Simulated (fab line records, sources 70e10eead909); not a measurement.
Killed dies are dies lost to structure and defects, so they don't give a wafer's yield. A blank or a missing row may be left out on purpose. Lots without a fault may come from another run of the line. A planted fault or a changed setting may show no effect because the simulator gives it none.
Which tool did it? | flow nand_harc | 10 lots, 30 wafers sampled, at 5 steps of a route of 1302

WHAT THE GAUGES READ, wafer by wafer
NHARC_END_SORT_01. Usual: killed_at_array 55, standard deviation 15; killed_at_other 1.0, standard deviation 1.2; killed_at_periphery 3.4, standard deviation 2.2; killed_dies 59, standard deviation 15; killed_open 3.2, standard deviation 2; killed_short 2.5, standard deviation 1.7.
lot  | measured     | on        | killed_at_array | killed_at_other | killed_at_periphery | killed_dies | killed_open | killed_short | flag
L588 | day 25 08:41 | prober-01 | 23 58 51        | 0 0 0           | 4 5 3               | 27 63 54    | 0 5 7       | 0 1 1        |
L589 | day 26 00:08 | prober-02 | 53 57 43        | 0 0 1           | 3 1 4               | 56 58 48    | 1 2 1       | 2 2 1        |
L591 | day 26 20:17 | prober-02 | 76 54 63        | 0 1 0           | 1 2 4               | 77 57 67    | 2 5 4       | 3 3 2        |
L593 | day 28 08:52 | prober-01 | 84 69 75        | 0 0 1           | 2 1 2               | 86 70 78    | 3 4 4       | 4 3 2        |
L603 | day 31 19:05 | prober-01 | 63 174 54       | 0 1 1           | 1 5 4               | 64 180 59   | 5 1 0       | 5 6 2        |

WHICH TOOL RAN EACH LOT (tool, then ch and the chambers of the sampled wafers, then the start)
lot  | NHARC_A_CONTACT_ETCH_31                       | NHARC_A_CONTACT_ETCH_92            | NHARC_A_CONTACT_ETCH_98                       | NHARC_A_CONTACT_ETCH_110
L586 | rie_diel-01 ch 0,1,3, day 22 20:22 or earlier | rie_diel-01 ch 0,2,3, day 22 20:22 | rie_diel-01 ch 2,3, day 22 20:54 or earlier   | rie_diel-04 ch 1,3, day 22 20:54
L588 | rie_diel-01 ch 0,1,3, day 23 10:26 or earlier | rie_diel-01 ch 0,1,3, day 23 10:26 | rie_diel-01 ch 0,1,2, day 23 11:00 or earlier | rie_diel-06 ch 0,1,2, day 23 11:00
L589 | rie_diel-06 ch 0,2,3, day 23 20:04 or earlier | rie_diel-01 ch 1,2, day 23 20:04   | rie_diel-01 ch 1,3, day 23 21:00 or earlier   | rie_diel-01 ch 0,1,2, day 23 21:00
L591 | rie_diel-06 ch 0,1,3, day 24 20:27 or earlier | rie_diel-04 ch 1,2,3, day 24 20:27 | rie_diel-04 ch 0,1, day 24 20:58 or earlier   | rie_diel-04 ch 0,1,3, day 24 20:58
L592 | rie_diel-04 ch 1,2,3, day 25 13:55 or earlier | rie_diel-04 ch 0,1,3, day 25 13:55 | rie_diel-04 ch 1,2, day 25 14:23 or earlier   | rie_diel-04 ch 1,2, day 25 14:23
L593 | rie_diel-01 ch 1,2, day 26 04:16 or earlier   | rie_diel-01 ch 0,2,3, day 26 04:16 | rie_diel-01 ch 2,3, day 26 04:44 or earlier   | rie_diel-04 ch 0,3, day 26 04:44
L597 | rie_diel-06 ch 0,2,3, day 27 21:16 or earlier | rie_diel-04 ch 0,1,2, day 27 21:16 | rie_diel-04 ch 1,2,3, day 27 21:47 or earlier | rie_diel-01 ch 0,2,3, day 27 21:47
L603 | rie_diel-04 ch 0,1,3, day 29 19:55 or earlier | rie_diel-04 ch 0,2,3, day 29 19:55 | rie_diel-04 ch 0,1,3, day 29 20:25 or earlier | rie_diel-04 ch 0,1,3, day 29 20:25
L606 | rie_diel-06 ch 1,3, day 30 22:56 or earlier   | rie_diel-04 ch 0,1, day 30 22:56   | rie_diel-04 ch 0,2, day 30 23:26 or earlier   | rie_diel-01 ch 1,3, day 30 23:26
L608 | rie_diel-04 ch 1,2,3, day 32 17:28 or earlier | rie_diel-04 ch 2,3, day 32 17:28   | rie_diel-04 ch 1,2, day 32 17:58 or earlier   | rie_diel-04 ch 0,3, day 32 17:58
- NHARC_A_CONTACT_ETCH_31: etches the open film in O2/COS, target depth 2800 nm, time 728 s.
- NHARC_A_CONTACT_ETCH_92: etches the open film in CH3F/O2, target depth 40 nm, time 85.7 s.
- NHARC_A_CONTACT_ETCH_98: etches the open film in C4F6/O2, target depth 20 nm, time 10 s.
- NHARC_A_CONTACT_ETCH_110: etches the open film in CF4/O2, target depth 60 nm, overetch 6 nm, time 33 s.

WHAT THE TOOLS THEMSELVES READ (means of the sampled wafers that have a number; where no wafer has one, the mark that the record gives instead)
NHARC_A_CONTACT_ETCH_31. Usual: drypump_motor_current_A 6.1 A, standard deviation 0.4; oes_product_au 0.997 a.u., standard deviation 0.011; rf_vpp_V 314.3 V, standard deviation 2.2; run_length_s 749.5 s, standard deviation 0.37; showerhead_plenum_p_Torr 3.13 Torr, standard deviation 0.14; throttle_valve_pct 28.331 %, standard deviation 0.01.
lot  | tool        | drypump_motor_current_A (A) | oes_product_au (a.u.) | rf_vpp_V (V) | run_length_s (s) | showerhead_plenum_p_Torr (Torr) | throttle_valve_pct (%) | flag
L586 | rie_diel-01 | 5.7                         | 0.997                 | 313.3        | 749.8            | 3.03                            | 28.338                 |
L588 | rie_diel-01 | 5.7                         | 1.004                 | 312.7        | 749.4            | 3.03                            | 28.324                 |
L589 | rie_diel-06 | 5.8                         | 1.011                 | 316.2        | 749.4            | 3.29                            | 28.328                 |
L591 | rie_diel-06 | 6.0                         | 1.006                 | 316.1        | 749.7            | 3.27                            | 28.326                 |
L592 | rie_diel-04 | 6.4                         | 0.997                 | 314.1        | 749.6            | 3.16                            | 28.341                 |
L593 | rie_diel-01 | 5.7                         | 0.998                 | 314.0        | 749.6            | 3.11                            | 28.328                 |
L597 | rie_diel-06 | 5.8                         | 1.006                 | 316.4        | 749.5            | 3.27                            | 28.332                 |
L603 | rie_diel-04 | 6.3                         | 0.985                 | 314.8        | 749.5            | 3.16                            | 28.331                 |
L606 | rie_diel-06 | 5.8                         | 0.991                 | 316.1        | 749.2            | 3.27                            | 28.325                 |
L608 | rie_diel-04 | 6.5                         | 1.001                 | 314.5        | 749.4            | 3.15                            | 28.337                 |

NHARC_A_CONTACT_ETCH_92. Usual: drypump_motor_current_A 6.1 A, standard deviation 0.39; oes_product_au 0.93 a.u., standard deviation 0.03; rf_vpp_V 244.3 V, standard deviation 1.7; run_length_s 107.2 s, standard deviation 0.36; showerhead_plenum_p_Torr 2.46 Torr, standard deviation 0.11; throttle_valve_pct 20.665 %, standard deviation 0.009.
lot  | tool        | drypump_motor_current_A (A) | oes_product_au (a.u.) | rf_vpp_V (V) | run_length_s (s) | showerhead_plenum_p_Torr (Torr) | throttle_valve_pct (%) | flag
L586 | rie_diel-01 | 5.8                         | 0.92                  | 242.4        | 107.0            | 2.37                            | 20.665                 |
L588 | rie_diel-01 | 5.7                         | 0.92                  | 243.2        | 107.2            | 2.38                            | 20.656                 |
L589 | rie_diel-01 | 5.9                         | 0.93                  | 243.7        | 107.0            | 2.44                            | 20.660                 |
L591 | rie_diel-04 | 6.5                         | 0.92                  | 245.5        | 107.1            | 2.49                            | 20.666                 |
L592 | rie_diel-04 | 6.3                         | 0.92                  | 244.9        | 107.3            | 2.49                            | 20.665                 |
L593 | rie_diel-01 | 5.9                         | 0.92                  | 242.9        | 106.9            | 2.36                            | 20.663                 |
L597 | rie_diel-04 | 6.2                         | 0.92                  | 244.6        | 107.2            | 2.45                            | 20.665                 |
L603 | rie_diel-04 | 6.2                         | 0.92                  | 243.4        | 107.0            | 2.40                            | 20.675                 |
L606 | rie_diel-04 | 6.1                         | 0.99                  | 244.0        | 107.1            | 2.45                            | 20.660                 |
L608 | rie_diel-04 | 6.4                         | 0.93                  | 243.7        | 107.3            | 2.42                            | 20.666                 |

NHARC_A_CONTACT_ETCH_98. Usual: drypump_motor_current_A 6.1 A, standard deviation 0.39; oes_product_au 0.955 a.u., standard deviation 0.023; rf_vpp_V 547 V, standard deviation 3.4; run_length_s 31.17 s, standard deviation 0.29; showerhead_plenum_p_Torr 3.92 Torr, standard deviation 0.16; throttle_valve_pct 26.904 %, standard deviation 0.0092.
lot  | tool        | drypump_motor_current_A (A) | oes_product_au (a.u.) | rf_vpp_V (V) | run_length_s (s) | showerhead_plenum_p_Torr (Torr) | throttle_valve_pct (%) | flag
L586 | rie_diel-01 | 6.1                         | 0.950                 | 544          | 30.69            | 3.83                            | 26.900                 |
L588 | rie_diel-01 | 5.7                         | 0.967                 | 545          | 31.04            | 3.87                            | 26.906                 |
L589 | rie_diel-01 | 6.0                         | 0.949                 | 543          | 31.39            | 3.79                            | 26.907                 |
L591 | rie_diel-04 | 6.1                         | 0.940                 | 547          | 31.10            | 3.93                            | 26.900                 |
L592 | rie_diel-04 | 6.5                         | 0.943                 | 547          | 31.20            | 3.92                            | 26.908                 |
L593 | rie_diel-01 | 6.1                         | 0.957                 | 544          | 30.87            | 3.81                            | 26.906                 |
L597 | rie_diel-04 | 6.5                         | 0.935                 | 547          | 31.32            | 3.97                            | 26.912                 |
L603 | rie_diel-04 | 6.3                         | 0.937                 | 547          | 31.29            | 3.97                            | 26.898                 |
L606 | rie_diel-04 | 6.2                         | 1.000                 | 543          | 31.02            | 3.77                            | 26.906                 |
L608 | rie_diel-04 | 6.5                         | 0.954                 | 546          | 31.17            | 3.90                            | 26.909                 |

NHARC_A_CONTACT_ETCH_110. Usual: drypump_motor_current_A 6.1 A, standard deviation 0.38; oes_o_777_au 1.000 a.u., standard deviation 0.004; oes_product_au 0.996 a.u., standard deviation 0.011; rf_vpp_V 197.6 V, standard deviation 1.5; run_length_s 54.5 s, standard deviation 0.33; showerhead_plenum_p_Torr 1.33 Torr, standard deviation 0.06; throttle_valve_pct 13.398 %, standard deviation 0.0085.
lot  | tool        | drypump_motor_current_A (A) | oes_o_777_au (a.u.) | oes_product_au (a.u.) | rf_vpp_V (V) | run_length_s (s) | showerhead_plenum_p_Torr (Torr) | throttle_valve_pct (%) | flag
L586 | rie_diel-04 | 6.5                         | 0.999               | 1.012                 | 199.7        | 54.6             | 1.37                            | 13.391                 |
L588 | rie_diel-06 | 5.8                         | 0.997               | 0.997                 | 198.6        | 54.7             | 1.41                            | 13.394                 |
L589 | rie_diel-01 | 5.7                         | 1.000               | 0.997                 | 196.2        | 54.3             | 1.31                            | 13.405                 |
L591 | rie_diel-04 | 6.3                         | 0.998               | 0.996                 | 198.5        | 54.5             | 1.36                            | 13.400                 |
L592 | rie_diel-04 | 6.4                         | 1.001               | 0.998                 | 197.5        | 54.4             | 1.33                            | 13.394                 |
L593 | rie_diel-04 | 6.2                         | 0.997               | 1.001                 | 197.6        | 54.5             | 1.32                            | 13.399                 |
L597 | rie_diel-01 | 5.9                         | 1.003               | 0.992                 | 196.5        | 54.5             | 1.28                            | 13.398                 |
L603 | rie_diel-04 | 6.3                         | 1.002               | 0.990                 | 198.8        | 53.6             | 1.35                            | 13.399                 |
L606 | rie_diel-01 | 5.9                         | 1.001               | 0.980                 | 195.9        | 54.5             | 1.30                            | 13.399                 |
L608 | rie_diel-04 | 6.2                         | 1.002               | 0.997                 | 197.8        | 54.6             | 1.32                            | 13.399                 |

THE ANSWER, worked out from the rows above alone
Rule: a lot is off if the mean of its wafers that have a number lies more than 3 standard deviations from the usual mean. A lot without any number at a reading at which 4 lots or more have one is off too. The other lots that the step has rows for count as sound. The gauges are gone through in route order, then the tools' own readings, and for those a lot's mean is taken as printed above. The first step at which some lot is off is used, and at that step the reading that is off furthest; a lot without a number counts as furthest.
No lot is off at any reading shown: from this, nothing can be told.

WHAT THE SIMULATOR HAD PUT IN
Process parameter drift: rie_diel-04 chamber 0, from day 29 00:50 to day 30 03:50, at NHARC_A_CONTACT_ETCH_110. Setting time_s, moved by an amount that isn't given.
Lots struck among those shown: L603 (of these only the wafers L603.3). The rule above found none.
